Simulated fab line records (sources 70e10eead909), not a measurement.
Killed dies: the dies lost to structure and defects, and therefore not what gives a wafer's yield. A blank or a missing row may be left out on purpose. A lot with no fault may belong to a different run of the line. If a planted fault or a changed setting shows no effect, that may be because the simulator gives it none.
Chamber matching :: flow nandHarc :: NHARC_A_ONON_D2_DEP_33 on pecvd-01: 3 sister chambers
The step deposits SiO2, target thk 200 nm. 3 wafers are shown with their chamber, then 7 later ones without.

== EACH WAFER AND ITS CHAMBER ==
wafer: L084.5
chamber: 1
heaterPowerW (W): 674

wafer: L090.3
chamber: 0
heaterPowerW (W): 629

wafer: L090.5
chamber: 2
heaterPowerW (W): 434

== WAFERS WHOSE CHAMBER IS MISSING ==
wafer: L090.6
heaterPowerW (W): 616

wafer: L092.1
heaterPowerW (W): 557

wafer: L092.3
heaterPowerW (W): 699

wafer: L092.4
heaterPowerW (W): 568

wafer: L097.1
heaterPowerW (W): 751

wafer: L097.3
heaterPowerW (W): 511

wafer: L097.5
heaterPowerW (W): 593

== WHICH CHAMBER EACH WENT THROUGH ==
wafer: L090.6
from the rows above: can't be placed: 0 or 1
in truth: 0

wafer: L092.1
from the rows above: can't be placed: 0 or 1 or 2
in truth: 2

wafer: L092.3
from the rows above: can't be placed: 1 or 0
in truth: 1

wafer: L092.4
from the rows above: can't be placed: 0 or 1 or 2
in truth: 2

wafer: L097.1
from the rows above: can't be placed: 1 or 0
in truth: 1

wafer: L097.3
from the rows above: can't be placed: 2 or 0 or 1
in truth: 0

wafer: L097.5
from the rows above: can't be placed: 0 or 1
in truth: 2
0 of 7 placed correctly. Unplaceable from these rows: 7, with the true chamber sitting among the candidates in 6. Placed wrongly: 0.
How it was worked out, from the rows above alone: a wafer's distance from a chamber is the root of the sum, over the readings, of the square of ((its reading less the chamber's mean) divided by the reading's scatter). The wafer belongs to the nearest chamber; if the next one is less than 2 further off, it can't be placed. The mean given for a chamber averages the wafers shown for that chamber. The scatter: root of mean squared gap, hidden wafer to nearest shown wafer, with one shown wafer a chamber.
